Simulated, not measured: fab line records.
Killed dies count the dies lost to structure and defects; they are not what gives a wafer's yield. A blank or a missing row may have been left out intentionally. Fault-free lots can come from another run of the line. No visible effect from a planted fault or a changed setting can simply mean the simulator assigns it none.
Comparing a struck lot with a sound one -- flow n5 finfet -- 14 steps out of a route of 1938
Sound: the wafers L222.3, L222.4, L222.5. Struck: wafer L213.6 (left out: L213.1, L213.5 of the same lot, which were not struck); the cause appears at the end.
Each step with rows lists, per side, the tool, then ch with its chambers, then its first start. Under that, the readings that differ: sound wafers -- struck wafers -- difference of the means -- sigmas: that difference in standard deviations of wafers without a fault.
alike: same words and numbers on both sides, and readings whose means sit less than 2 such deviations apart. not compared: any withheld reading, any reading some wafer has no value for, any bound like >300 that may hide the same value, and any number with overlapping values for which the record gives no deviation.
Wherever a step has rows on one side only, a row that says differs or no value, or a row with sigmas, the two part there. When numbers do not overlap yet have no deviation, they are printed without sigmas and do not part them. A reading missing from all wafers of one side parts the sides only when that side holds two or more wafers.

first, 7 steps without rows for these wafers: N5_HKMG_FIN_COAT_30 (time 60 s, resist thk 35 nm); N5_HKMG_FIN_COAT_06 (resist thk 90 nm); N5_HKMG_FIN_EBR_08; N5_HKMG_FIN_SOFTBAKE_07 (time 60 s); N5_HKMG_FIN_EXPOSE_09 (exposes mask NWFM); N5_HKMG_FIN_PEB_10 (peb time 60 s); N5_HKMG_FIN_DEVELOP_11 (develop time 30 s).
N5_HKMG_FIN_CD_MEAS_12: the cd target is 92.8 nm.
  sound on cd sem-02 ch 0, day 9 09:19; struck on cd sem-02 ch 0, day 6 23:00
  alike: cd nm
N5_HKMG_FIN_OVL_MEAS_13:
  sound on overlay-01 ch 0, day 9 09:20; struck on overlay-01 ch 0, day 6 23:02
  alike: NWFM_OVL
N5_HKMG_FIN_INSPECT_14: inspects for defects (macro).
  sound on defect inspect-02 at day 9 09:22; struck on defect inspect-02 at day 6 23:03
  alike: raw defect count
N5_HKMG_FIN_DESCUM_17: chemistry O2, time 7.9 s.
  sound on rie diel-06 ch 1,2, day 9 09:24; struck on rie diel-04 ch 2, day 6 23:05
  alike: drypump motor current A, oes product au, rf vpp V, showerhead plenum p Torr, throttle valve pct
  not compared: rf hours counter h
N5_HKMG_FIN_ETCH_31: etches SiARC in CF4, target depth 45.5 nm, time 75.8 s.
  sound on rie diel-06 ch 1,2, day 9 09:26; struck on rie diel-04 ch 2, day 6 23:07
reading,sound,struck,difference,sigmas
etch rf on time s (s),76.2 75.2 76.6,72.8,-3.2,-2
  alike: drypump motor current A, oes product au, rf vpp V, showerhead plenum p Torr, throttle valve pct
  not compared: rf hours counter h
N5_HKMG_FIN_ETCH_32: etches SOC in N2/H2, target depth 240 nm, time 300 s.
  sound on rie diel-06 ch 1,2, day 9 09:29; struck on rie diel-04 ch 2, day 6 23:11
reading,sound,struck,difference,sigmas
oes product au (a.u.),0.90 0.84 0.89,1.18,+0.30,+3
model.HKMG_FIN.feature depth nm (nm),238.4 239.6 238,353.2,+114.5,
model.etch.depth nm (nm),238.5 239.7 237.9,353.1,+114.4,
model.SiARC_of_HKMG_FIN_COAT_30.thk nm (nm),21.2 21 21.2,14.8,-6.3,
  alike: drypump motor current A, rf vpp V, showerhead plenum p Torr, throttle valve pct
  not compared: rf hours counter h
then, 1 step without rows for these wafers: N5_HKMG_FIN_STRIP_33 (strips in N2/H2).

WHERE THEY PART
First at N5_HKMG_FIN_ETCH_31; last, within this record, at N5_HKMG_FIN_ETCH_32.

WHY: the cause the simulator had injected
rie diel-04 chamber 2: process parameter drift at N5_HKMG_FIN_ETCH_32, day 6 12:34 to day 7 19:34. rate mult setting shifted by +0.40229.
